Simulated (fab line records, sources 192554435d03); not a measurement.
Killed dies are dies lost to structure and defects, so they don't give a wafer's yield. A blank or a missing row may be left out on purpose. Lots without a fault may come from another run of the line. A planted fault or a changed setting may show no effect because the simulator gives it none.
Chamber matching | flow n5_finfet | N5_SDB_CUT_ETCH_26 on rie_si-03: 4 sister chambers
The step etches Si in HBr/Cl2/O2, target depth 129.6 nm, bt time 20 s, time 51.8 s. 4 wafers are shown with their chamber, then 12 later ones without.

WAFERS WITH THEIR CHAMBER
wafer  | chamber | drypump_motor_current_A (A)
L085.6 | 0       | 6.4
L087.2 | 1       | 5.1
L087.4 | 3       | 5.5
L087.6 | 2       | 5.7

WAFERS WITHOUT THEIR CHAMBER
wafer  | drypump_motor_current_A (A)
L091.3 | 5.5
L091.4 | 6.4
L091.6 | 5.6
L093.2 | 5.1
L093.5 | 5.1
L093.6 | 6.4
L095.1 | 5.1
L095.2 | 5.7
L095.3 | 5.6
L097.1 | 5.7
L097.3 | 6.4
L097.4 | 5.6

WHICH CHAMBER EACH WENT THROUGH
wafer  | from the rows above     | in truth
L091.3 | 3                       | 3
L091.4 | 0                       | 0
L091.6 | can't be placed: 3 or 2 | 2
L093.2 | 1                       | 1
L093.5 | 1                       | 1
L093.6 | 0                       | 0
L095.1 | 1                       | 1
L095.2 | 2                       | 2
L095.3 | can't be placed: 3 or 2 | 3
L097.1 | 2                       | 2
L097.3 | 0                       | 0
L097.4 | can't be placed: 3 or 2 | 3
Placed correctly: 9 of 12. Can't be placed from these rows: 3 (the true chamber is among the candidates in 3). Placed wrongly: 0.
How it was worked out, from the rows above alone: a wafer's distance from a chamber is the root of the sum, over the readings, of the square of ((its reading less the chamber's mean) divided by the reading's scatter). The wafer belongs to the nearest chamber; if the next one is less than 2 further off, it can't be placed. A chamber's mean is the mean of its shown wafers. The scatter: with one shown wafer a chamber, the root of the mean of the squares of how far each hidden wafer lies from its nearest shown one.
